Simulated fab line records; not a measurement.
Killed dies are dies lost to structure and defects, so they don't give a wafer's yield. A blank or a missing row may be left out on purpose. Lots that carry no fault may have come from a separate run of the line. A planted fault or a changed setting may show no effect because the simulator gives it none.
Which of the tools did it? / flow nand harc / 36 wafers from 12 lots sampled at 5 of the route's 1159 steps

WHAT THE GAUGES SHOWED, per wafer
NHARC_A_SGD_CUT_THK_MEAS_22: measures by ellipsometry.
lot=L077; measured=day 14 13:28; on=film metro-01; thk nm (nm)=148.1 149.0 149.4
lot=L076; measured=day 14 13:28; on=film metro-02; thk nm (nm)=148.9 147.9 147.8
lot=L079; measured=day 15 03:49; on=film metro-01; thk nm (nm)=148.5 150.5 149.7
lot=L081; measured=day 15 23:10; on=film metro-02; thk nm (nm)=145.7 150.1 148.8
lot=L082; measured=day 16 10:15; on=film metro-01; thk nm (nm)=148.6 148.3 149.1
lot=L086; measured=day 17 03:40; on=film metro-02; thk nm (nm)=147.3 147.4 149.7
lot=L085; measured=day 17 11:19; on=film metro-01; thk nm (nm)=148.2 145.9 145.9
lot=L091; measured=day 18 00:49; on=film metro-02; thk nm (nm)=148.0 150.9 147.2
lot=L089; measured=day 18 00:57; on=film metro-01; thk nm (nm)=148.1 147.1 148.3
lot=L096; measured=day 19 07:06; on=film metro-01; thk nm (nm)=148.7 147.4 150.2
lot=L094; measured=day 19 07:15; on=film metro-01; thk nm (nm)=146.9 144.6 147.0
lot=L097; measured=day 19 20:14; on=film metro-02; thk nm (nm)=148.9 148.2 146.1

TOOL THAT RAN EACH LOT (tool first, then ch and the chambers of the sampled wafers, then the start)
lot=L077; NHARC_A_STAIRCASE_DEP_325=pecvd-04 ch 0,1,2, day 13 15:41; NHARC_A_STAIRCASE_ETCH_444=rie diel-06 ch 0,3, day 13 23:34; NHARC_A_STAIRCASE_STRIP_446=plasma asher-02 ch 0,1, day 14 01:56; NHARC_A_SGD_CUT_ETCH_16=rie diel-05 ch 1,3, day 14 13:28 or earlier
lot=L076; NHARC_A_STAIRCASE_DEP_325=pecvd-04 ch 0,2, day 13 16:15; NHARC_A_STAIRCASE_ETCH_444=rie diel-02 ch 0,1,2, day 14 00:05; NHARC_A_STAIRCASE_STRIP_446=plasma asher-02 ch 1, day 14 02:13; NHARC_A_SGD_CUT_ETCH_16=rie diel-10 ch 1,2,3, day 14 13:28 or earlier
lot=L079; NHARC_A_STAIRCASE_DEP_325=pecvd-01 ch 0,1, day 14 01:47; NHARC_A_STAIRCASE_ETCH_444=rie diel-02 ch 1,2, day 14 10:53; NHARC_A_STAIRCASE_STRIP_446=plasma asher-01 ch 1, day 14 12:58; NHARC_A_SGD_CUT_ETCH_16=rie diel-10 ch 1,2,3, day 15 03:49 or earlier
lot=L081; NHARC_A_STAIRCASE_DEP_325=pecvd-01 ch 0,1,2, day 14 19:37; NHARC_A_STAIRCASE_ETCH_444=rie diel-07 ch 1,3, day 15 09:52; NHARC_A_STAIRCASE_STRIP_446=plasma asher-01 ch 0,1, day 15 12:07; NHARC_A_SGD_CUT_ETCH_16=rie diel-05 ch 0,2,3, day 15 23:10 or earlier
lot=L082; NHARC_A_STAIRCASE_DEP_325=pecvd-04 ch 0,2, day 15 14:02; NHARC_A_STAIRCASE_ETCH_444=rie diel-06 ch 1,2, day 15 22:35; NHARC_A_STAIRCASE_STRIP_446=plasma asher-01 ch 0,1, day 16 00:50; NHARC_A_SGD_CUT_ETCH_16=rie diel-05 ch 1,2,3, day 16 10:15 or earlier
lot=L086; NHARC_A_STAIRCASE_DEP_325=pecvd-01 ch 0,2, day 16 07:59; NHARC_A_STAIRCASE_ETCH_444=rie diel-06 ch 1,2,3, day 16 15:52; NHARC_A_STAIRCASE_STRIP_446=plasma asher-01 ch 0,1, day 16 18:05; NHARC_A_SGD_CUT_ETCH_16=rie diel-05 ch 0,2,3, day 17 03:40 or earlier
lot=L085; NHARC_A_STAIRCASE_DEP_325=pecvd-01 ch 1,2, day 16 13:03; NHARC_A_STAIRCASE_ETCH_444=rie diel-06 ch 0,2,3, day 16 22:53; NHARC_A_STAIRCASE_STRIP_446=plasma asher-01 ch 0,1, day 17 01:13; NHARC_A_SGD_CUT_ETCH_16=rie diel-12 ch 0,3, day 17 11:19 or earlier
lot=L091; NHARC_A_STAIRCASE_DEP_325=pecvd-01 ch 0,1,2, day 17 05:04; NHARC_A_STAIRCASE_ETCH_444=rie diel-02 ch 0,1,3, day 17 13:16; NHARC_A_STAIRCASE_STRIP_446=plasma asher-02 ch 0,1, day 17 15:32; NHARC_A_SGD_CUT_ETCH_16=rie diel-12 ch 1,2,3, day 18 00:49 or earlier
lot=L089; NHARC_A_STAIRCASE_DEP_325=pecvd-03 ch 0,1,2, day 17 05:13; NHARC_A_STAIRCASE_ETCH_444=rie diel-02 ch 1,3, day 17 14:56; NHARC_A_STAIRCASE_STRIP_446=plasma asher-02 ch 0,1, day 17 17:02; NHARC_A_SGD_CUT_ETCH_16=rie diel-05 ch 0,2,3, day 18 00:57 or earlier
lot=L096; NHARC_A_STAIRCASE_DEP_325=pecvd-03 ch 1,2, day 18 10:48; NHARC_A_STAIRCASE_ETCH_444=rie diel-02 ch 0,2,3, day 18 19:26; NHARC_A_STAIRCASE_STRIP_446=plasma asher-02 ch 0,1, day 18 21:40; NHARC_A_SGD_CUT_ETCH_16=rie diel-05 ch 1,2,3, day 19 07:06 or earlier
lot=L094; NHARC_A_STAIRCASE_DEP_325=pecvd-03 ch 1,2, day 18 11:28; NHARC_A_STAIRCASE_ETCH_444=rie diel-06 ch 0,1,2, day 18 20:20; NHARC_A_STAIRCASE_STRIP_446=plasma asher-02 ch 0,1, day 18 22:54; NHARC_A_SGD_CUT_ETCH_16=rie diel-10 ch 1,2, day 19 07:15 or earlier
lot=L097; NHARC_A_STAIRCASE_DEP_325=pecvd-04 ch 0,2, day 18 21:29; NHARC_A_STAIRCASE_ETCH_444=rie diel-06 ch 0,1,3, day 19 08:22; NHARC_A_STAIRCASE_STRIP_446=plasma asher-02 ch 0,1, day 19 10:38; NHARC_A_SGD_CUT_ETCH_16=rie diel-10 ch 0,1,2, day 19 20:14 or earlier
- NHARC_A_STAIRCASE_DEP_325: deposits SiO2, target thk 3800 nm.
- NHARC_A_STAIRCASE_ETCH_444: etches the open film in C4F8/O2, target depth 10200 nm, time 3400 s.
- NHARC_A_STAIRCASE_STRIP_446: strips in O2.
- NHARC_A_SGD_CUT_ETCH_16: etches the open film in C4F8/O2/Ar, target depth 310.5 nm, time 155.2 s.

THE ANSWER, worked out from the rows above alone
Rule: usual is defined by the lots themselves. The widest of any qualifying gaps counts: lots, ordered by their means at a reading, are off when they make up no more than a third of the lots, leave a main group of 4 or more, and stand apart from it by 3 or more times the standard deviation of that group's means. If all means in a main group match to the digits the tables above print for the reading, that group is not used. Also off: a lot with no number at a reading for which 4 or more lots have one. Where the step has rows for the other lots, those lots are counted as sound.
Across all readings shown, no lot is off: no conclusion can be drawn from this.

WHAT THE SIMULATOR HAD PUT IN
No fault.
